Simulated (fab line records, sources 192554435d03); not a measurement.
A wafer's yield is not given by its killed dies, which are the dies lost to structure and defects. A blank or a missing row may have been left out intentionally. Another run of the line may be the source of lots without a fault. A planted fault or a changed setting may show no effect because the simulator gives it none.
Comparing a struck lot with a sound one -- flow n5_finfet -- 33 out of 1938 route steps
Sound: these wafers, L908.2, L908.3, L908.4. Struck: wafer L911.2. (L911.1, L911.5 of the same lot were not struck and are left out.) The cause comes at the end.
For every step that has rows: the tool of each side, followed by ch and its chambers, followed by its first start. Under that, the readings that differ: sound wafers -- struck wafers -- difference of the means -- sigmas: that difference in standard deviations of wafers without a fault.
alike: readings with means less than 2 such deviations apart, plus words and numbers identical on both sides. not compared: withheld readings, readings lacking a value on some wafer, bounds such as >300 that could conceal the same value, and numbers that have no deviation in the record and whose values overlap.
A row with sigmas, a row that says differs or no value, or rows on one side alone: a step with any of these is where the two part. When numbers do not overlap yet have no deviation, they are printed without sigmas and do not part them. A reading missing from all wafers of one side parts the sides only when that side holds two or more wafers.

N5_FIN_CUT_INSPECT_17: inspects for defects (brightfield).
  sound on defect_inspect-02 at day 2 16:38; struck on defect_inspect-02 at day 3 09:47
  alike: raw_defect_count
then, 5 steps without rows for these wafers: N5_STI_FIN_REVEAL_ALD_00 (deposits SiO2, target thk 1 nm, pulse time 1 s); N5_STI_FIN_REVEAL_ALD_14 (deposits Si3N4, target thk 3 nm); N5_STI_FIN_REVEAL_FCVD_FILL_01 (material SiO2 flowable, target thk 312 nm, time 512.2 s); N5_STI_FIN_REVEAL_DENSIFY_02 (time 1800 s); N5_STI_FIN_REVEAL_CMP_04 (polishes, stops on Si3N4, t overpolish 4 s, target thk 131.83 nm).
N5_STI_FIN_REVEAL_THK_MEAS_05:
  sound on film_metro-01 at day 2 22:26; struck on film_metro-01 at day 3 15:42
  alike: thk_nm
N5_STI_FIN_REVEAL_DENSIFY_30:
  sound on rtp_anneal-01 ch 0, day 2 22:29; struck on rtp_anneal-02 ch 0, day 3 15:56
  alike: lamp_power_pct, lamp_zone_3_pct
  not compared: wafer_temp_C_max
then, 1 step without rows for these wafers: N5_STI_FIN_REVEAL_ETCHBACK_08 (etches SiO2 in C4F6/O2, target depth 30.5 nm, time 10.167 s).
N5_STI_FIN_REVEAL_STRIP_24: strips in N2/H2, time 90 s.
  sound on rie_diel-02 ch 1,3, day 2 22:50; struck on rie_diel-02 ch 3, day 3 16:17
  alike: drypump_motor_current_A, oes_product_au, rf_vpp_V, showerhead_plenum_p_Torr, throttle_valve_pct
  not compared: rf_hours_counter_h
then, 2 steps without rows for these wafers: N5_STI_FIN_REVEAL_PRECLEAN_25 (cleans in SPM, time 90 s); N5_STI_FIN_REVEAL_PRECLEAN_26 (cleans in SC1, time 45 s).
N5_STI_FIN_REVEAL_PRECLEAN_29: cleans in DHF, time 30 s.
  sound on wet_bench-06 ch 1,2,3, day 2 23:02; struck on wet_bench-06 ch 1,2,3, day 3 16:27
then, 1 step without rows for these wafers: N5_STI_FIN_REVEAL_SRD_12 (time 30 s).
N5_STI_FIN_REVEAL_RECESS_09: chemistry HF/NH3, target SiO2, afs cycles 11, target depth 42.5 nm, sublimation time 60 s.
  sound on vapor_etch-01 ch 0,1, day 2 23:05; struck on vapor_etch-01 ch 0, day 3 16:30
  alike: drypump_motor_current_A, foreline_p_Torr
then, 3 steps without rows for these wafers: N5_STI_FIN_REVEAL_STRIP_16 (strips SiNx in H3PO4, target depth 23.8 nm); N5_STI_FIN_REVEAL_PRECLEAN_17 (cleans in NF3:NH3, afs cycles 1, time 20 s, sublimation time 60 s); N5_STI_FIN_REVEAL_ETCH_34 (etches Si in H2, material Si, target depth 0.97 nm).
N5_STI_FIN_REVEAL_OXIDATION_31: chemistry O2 PLASMA REMOTE, time 20 s.
  sound on plasma_asher-01 ch 0,1, day 3 01:14; struck on plasma_asher-02 ch 1, day 3 18:47
  alike: drypump_motor_current_A, heater_power_w
  not compared: rf_hours_counter_h
then, 3 steps without rows for these wafers: N5_STI_FIN_REVEAL_PRECLEAN_32 (cleans in NF3:NH3, afs cycles 1, time 20 s, sublimation time 60 s); N5_STI_FIN_REVEAL_STRIP_35 (strips Si3N4 in H3PO4, target depth 4 nm, time 39 s); N5_STI_FIN_REVEAL_SRD_21 (time 30 s).
N5_STI_FIN_REVEAL_OXIDATION_33: chemistry O2 PLASMA REMOTE, time 20 s.
  sound on plasma_asher-01 ch 0,1, day 3 01:35; struck on plasma_asher-02 ch 0, day 3 19:11
  alike: drypump_motor_current_A, heater_power_w
  not compared: rf_hours_counter_h
then, 2 steps without rows for these wafers: N5_STI_FIN_REVEAL_CLEAN_19 (cleans in O3/DIW, time 120 s); N5_STI_FIN_REVEAL_SRD_23 (time 30 s).
N5_STI_FIN_REVEAL_CD_MEAS_22: target cd 6.238 nm, pitch 28 nm.
  sound on cd_sem-03 at day 3 01:46; struck on cd_sem-01 at day 3 19:21
  alike: cd_nm
N5_STI_FIN_REVEAL_FIN_H_MEAS_10:
  sound on ocd-01 at day 3 01:47; struck on ocd-01 at day 3 19:23
  alike: trench_depth_nm
then, 2 steps without rows for these wafers: N5_STI_FIN_REVEAL_PRECLEAN_18 (cleans in SC2, time 45 s); N5_STI_FIN_REVEAL_SRD_28 (time 30 s).
N5_STI_FIN_REVEAL_INSPECT_13: inspects for defects (darkfield).
  sound on defect_inspect-02 at day 3 01:53; struck on defect_inspect-02 at day 3 19:28
reading,sound,struck,difference,sigmas
raw_defect_count,12 11 9,557,+546,+99 or more
then, 1 step without rows for these wafers: N5_DUMMY_GATE_PRECLEAN_00 (cleans in O3/DIW, time 60 s).
-- a jump in the record: the struck wafers' starts before and after are 6 days apart (it breaks off in module DUMMY_GATE and resumes in module BEOL_M4, where the first step shown is number 1111 of the route) --
N5_BEOL_M4_RC_MEAS_101:
  sound on prober-02 ch 0, day 8 20:32; struck on prober-01 ch 0, day 9 16:26
reading,sound,struck,difference,sigmas
SS_N (mV/dec),71.6 72.2 72.4,71.1,-1.0,-2
  alike: DIBL_N, DIBL_P, IOFF_N, IOFF_P, ION_N, ION_P, SS_P, VT_N, VT_P
-- the record jumps here: 4 days lie between the struck wafers' starts before and after (it left off in module BEOL_M4 and takes up again in module PASSIVATION, whose first step shown is number 1936 of the route) --
N5_PASSIVATION_PROBE_49:
  record: rows for the struck wafers here (prober-01, day 13 19:25), none for the sound ones

WHERE THEY PART
Earliest at N5_STI_FIN_REVEAL_INSPECT_13; latest, in this record, at N5_PASSIVATION_PROBE_49.

WHY: what had been put in by the simulator
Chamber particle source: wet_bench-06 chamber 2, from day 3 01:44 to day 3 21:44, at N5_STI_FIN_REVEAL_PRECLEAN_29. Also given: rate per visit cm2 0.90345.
